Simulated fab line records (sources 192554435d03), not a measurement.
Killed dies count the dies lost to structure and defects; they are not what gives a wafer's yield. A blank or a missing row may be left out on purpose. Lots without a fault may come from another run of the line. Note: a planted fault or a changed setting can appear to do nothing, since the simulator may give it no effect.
One fault seen from 2 desks | flow n5-finfet | each desk has only its own numbers; what lay behind them comes last

## METROLOGY DESK
What the gauges read for every lot (on any tool): the sampled wafers with a number, averaged. Any lot whose mean is over 4 standard deviations away from the usual mean is out of limits and marked OUT; that distance is given in the brackets. 7 of its 13 readings are shown, namely those furthest out on some lot.
Columns: A = IOFF_N_LONG at N5_BEOL_M4_RC_MEAS_101, usual 5.55e-05 nA/um; B = IOFF_P at N5_BEOL_M4_RC_MEAS_101, usual 0.22 nA/um; C = ION_N at N5_BEOL_M4_RC_MEAS_101, usual 675 uA/um; D = ION_P at N5_BEOL_M4_RC_MEAS_101, usual 465 uA/um; E = VT_N at N5_BEOL_M4_RC_MEAS_101, usual 249.8 mV; F = VT_N_LONG at N5_BEOL_M4_RC_MEAS_101, usual 274.8 mV; G = VT_P at N5_BEOL_M4_RC_MEAS_101, usual -249 mV
lot  | first seen here | A        | B    | C   | D   | E     | F     | G
L270 | day 4 09:18     | 5.36e-05 | 0.21 | 673 | 463 | 249.3 | 276.4 | -251
L274 | day 5 05:32     | 5.53e-05 | 0.24 | 690 | 473 | 248.1 | 275.4 | -248
L273 | day 5 07:44     | 5.47e-05 | 0.21 | 680 | 467 | 250.7 | 276.8 | -250
L277 | day 5 23:56     | 5.82e-05 | 0.19 | 671 | 459 | 248.6 | 273.3 | -250
L278 | day 6 04:42     | 5.47e-05 | 0.24 | 674 | 471 | 251.8 | 275.9 | -245
L280 | day 6 18:18     | 5.48e-05 | 0.22 | 682 | 466 | 249.3 | 274.6 | -248
L288 | day 8 17:13     | 4.91e-05 | 0.16 | 656 | 445 | 256.0 | 278.8 | -257
L289 | day 9 01:36     | 5.23e-05 | 0.18 | 657 | 459 | 254.5 | 275.6 | -251
L293 | day 9 23:34     | 5.43e-05 | 0.28 | 679 | 473 | 249.3 | 275.6 | -244
Result from this desk: across the 9 lots, nothing is out of limits.

## THE TOOL OWNER'S DESK: ald-metal-01
The tool's own readings at N5_HKMG_FIN_ALD_91 (deposits TiN, target thk 1 nm, pulse time 1 s, purge time 3 s): means of the sampled wafers that have a number, for each lot that ran on this tool. Any lot whose mean is over 4 standard deviations away from the usual mean is out of limits and marked OUT; that distance is given in the brackets.
Columns: A = heater-power-w at N5_HKMG_FIN_ALD_91, usual 905 W; B = precursor-pulse-height-rel at N5_HKMG_FIN_ALD_91, usual 0.998; C = susceptor-temp-C at N5_HKMG_FIN_ALD_91, usual 400.01 C
lot  | first seen here | A   | B     | C
L274 | day 5 06:34     | 892 | 0.992 | 400.16
L273 | day 5 08:47     | 934 | 0.993 | 400.14
L278 | day 6 05:53     | 932 | 0.995 | 407.36 (+33) OUT
L293 | day 10 00:50    | 905 | 1.014 | 400.09
This desk's finding: out of limits on L278; first on L278, day 6 05:53 (susceptor-temp-C at N5_HKMG_FIN_ALD_91). L274, L273, L293: within limits.

## BROUGHT TOGETHER
At day 6 05:53, on L278, the tool owner's desk was in a position to raise an alarm.
Metrology desk: nothing out of limits seen.
The metrology desk holds a record of L278, inside its limits.
N5_HKMG_FIN_ALD_91 was run on ald-metal-01 by each of the lots named.

## WHAT THE SIMULATOR PUT IN
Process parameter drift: ald-metal-01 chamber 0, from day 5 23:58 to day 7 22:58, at N5_HKMG_FIN_ALD_91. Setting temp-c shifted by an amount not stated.
Shown lots that were struck: L278.
Hours from the fault's start to each desk's first reading out of limits: the tool owner's desk, 6.
